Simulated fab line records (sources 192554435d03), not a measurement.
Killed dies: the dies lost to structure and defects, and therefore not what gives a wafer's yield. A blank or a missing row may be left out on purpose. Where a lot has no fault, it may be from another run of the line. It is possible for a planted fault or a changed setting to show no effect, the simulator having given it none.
Split-lot study | flow n5_finfet | 7 lots, 21 wafers read, on a route of 1938 steps

ABOUT THE SPLIT
At N5_BEOL_M3_COAT_05 (resist thk 30 nm), the setting spin_rpm was moved away from the recipe's 1500 rpm on 9 of the 21 wafers read, by -10.4% to +10.3%. For the rest of the wafers, this setting stayed at what the recipe calls for.

FROM THE SPLIT TO THE READING: what the file shows between them, 4 steps
- N5_BEOL_M3_EBR_07
- N5_BEOL_M3_SOFTBAKE_06: time 60 s
- N5_BEOL_M3_EXPOSE_08: exposes mask M3
- N5_BEOL_M3_PEB_09: peb time 60 s

THE READING
CAR-EUV_of_BEOL_M3_COAT_05.thk_nm (the simulator's own value, which no gauge read), in nm, at N5_BEOL_M3_DEVELOP_10 (develop time 30 s). The file does not state a usual value for it. The 12 wafers here that ran the recipe average 29.5 nm, standard deviation 0.12 nm.

wafer  | tool, chamber at the split | spin_rpm as run, rpm | against the recipe | CAR-EUV_of_BEOL_M3_COAT_05.thk_nm, nm | against lot-mates on the recipe
L074.1 | litho_track-03, 0          | 1344                 | -10.4%             | 31.4                                  | +1.8
L074.2 | litho_track-03, 0          | 1344                 | -10.4%             | 31.2                                  | +1.6
L074.5 | litho_track-03, 0          | 1500                 | recipe             | 29.6                                  | -
L078.1 | litho_track-03, 0          | 1500                 | recipe             | 29.6                                  | -
L078.3 | litho_track-03, 0          | 1642                 | +9.5%              | 28.4                                  | -1.3
L078.4 | litho_track-03, 0          | 1500                 | recipe             | 29.8                                  | -
L079.1 | litho_track-05, 0          | 1500                 | recipe             | 29.4                                  | -
L079.2 | litho_track-05, 0          | 1500                 | recipe             | 29.6                                  | -
L079.6 | litho_track-05, 0          | 1595                 | +6.3%              | 28.6                                  | -0.9
L080.4 | litho_track-05, 0          | 1654                 | +10.3%             | 28.2                                  | -1.2
L080.6 | litho_track-05, 0          | 1654                 | +10.3%             | 28.2                                  | -1.2
L080.5 | litho_track-05, 0          | 1500                 | recipe             | 29.4                                  | -
L084.2 | litho_track-01, 0          | 1500                 | recipe             | 29.4                                  | -
L084.4 | litho_track-01, 0          | 1500                 | recipe             | 29.4                                  | -
L084.3 | litho_track-01, 0          | 1500                 | recipe             | 29.6                                  | -
L089.2 | litho_track-03, 0          | 1500                 | recipe             | 29.4                                  | -
L089.3 | litho_track-03, 0          | 1384                 | -7.7%              | 30.6                                  | +1.2
L089.4 | litho_track-03, 0          | 1384                 | -7.7%              | 30.6                                  | +1.2
L091.1 | litho_track-03, 0          | 1500                 | recipe             | 29.6                                  | -
L091.2 | litho_track-03, 0          | 1500                 | recipe             | 29.6                                  | -
L091.6 | litho_track-03, 0          | 1437                 | -4.2%              | 30.4                                  | +0.8

THE FIT
A straight line over all 21 wafers: CAR-EUV_of_BEOL_M3_COAT_05.thk_nm changes by -0.145 nm for each +1% of spin_rpm; r = -0.98; the points scatter about the line by 0.15 nm.
The same after taking each lot's own level away (the mean of its wafers on the recipe; 21 wafers): -0.144 nm for each +1%; r = -0.99; scatter 0.12 nm.
That fit puts the effect of the largest move of spin_rpm on the reading at 1.5 nm.
Across the lots, their own levels run from 29.40 to 29.70 nm, a range of 2.4 times the standard deviation given above.
Hence the lot-to-lot level has little effect on the slope; both slopes agree.
Check: +1.5 nm against its lot-mates is what the line predicts for one of the wafers moved furthest among these (-10.4%) when that wafer is left out of the fit. Against them it came out at +1.8 nm.

ADDITIONAL SPLITS CARRIED BY THESE WAFERS
Other splits were also applied to these wafers ahead of the reading. Each is held against what the fit with the lots' levels taken away leaves over:
other split on the same wafers          | wafers away from the commonest value | r with CAR-EUV_of_BEOL_M3_COAT_05.thk_nm (lot level and that fit taken away)
N5_ILD0_ALD_15 ald_cycles               | 6                                    | -0.51
N5_GATE_CUT_ETCH_58 time_s              | 7                                    | -0.03
N5_GATE_CUT_COAT_27 spin_rpm            | 4                                    | -0.12
N5_GATE_CUT_COAT_07 spin_rpm            | 4                                    | -0.27
N5_MOL_CONTACT_COAG_VIA_ETCH_117 bias_w | 7                                    | -0.20
N5_BEOL_M0_CUTY_COAT_51 spin_rpm        | 4                                    | -0.29
N5_BEOL_M0_CUTY_ETCH_63 source_w        | 7                                    | -0.18
N5_BEOL_M1_DESCUM_33 time_s             | 9                                    | +0.14
N5_BEOL_M1_DEP_57 time_s                | 6                                    | -0.35
N5_BEOL_M2_COAT_05 spin_rpm             | 10                                   | +0.31
N5_BEOL_M3_COAT_73 spin_rpm             | 5                                    | +0.18

THE WHOLE CHAIN: every reading that the file lists as answering this split, in the file's order
step                  | what it does      | reading                                                                            | change (the file's fit)               | r (the file's)
N5_BEOL_M3_COAT_05    | resist thk 30 nm  | CAR-EUV_of_BEOL_M3_COAT_05.thk_nm (the simulator's own value, which no gauge read) | -0.158 nm for each +1% of the setting | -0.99
N5_BEOL_M3_DEVELOP_10 | develop time 30 s | CAR-EUV_of_BEOL_M3_COAT_05.thk_nm (the simulator's own value, which no gauge read) | -0.144 nm for each +1% of the setting | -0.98

FILE'S OWN FIT
CAR-EUV_of_BEOL_M3_COAT_05.thk_nm changes by -0.144 nm for each +1% of spin_rpm, r = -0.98.
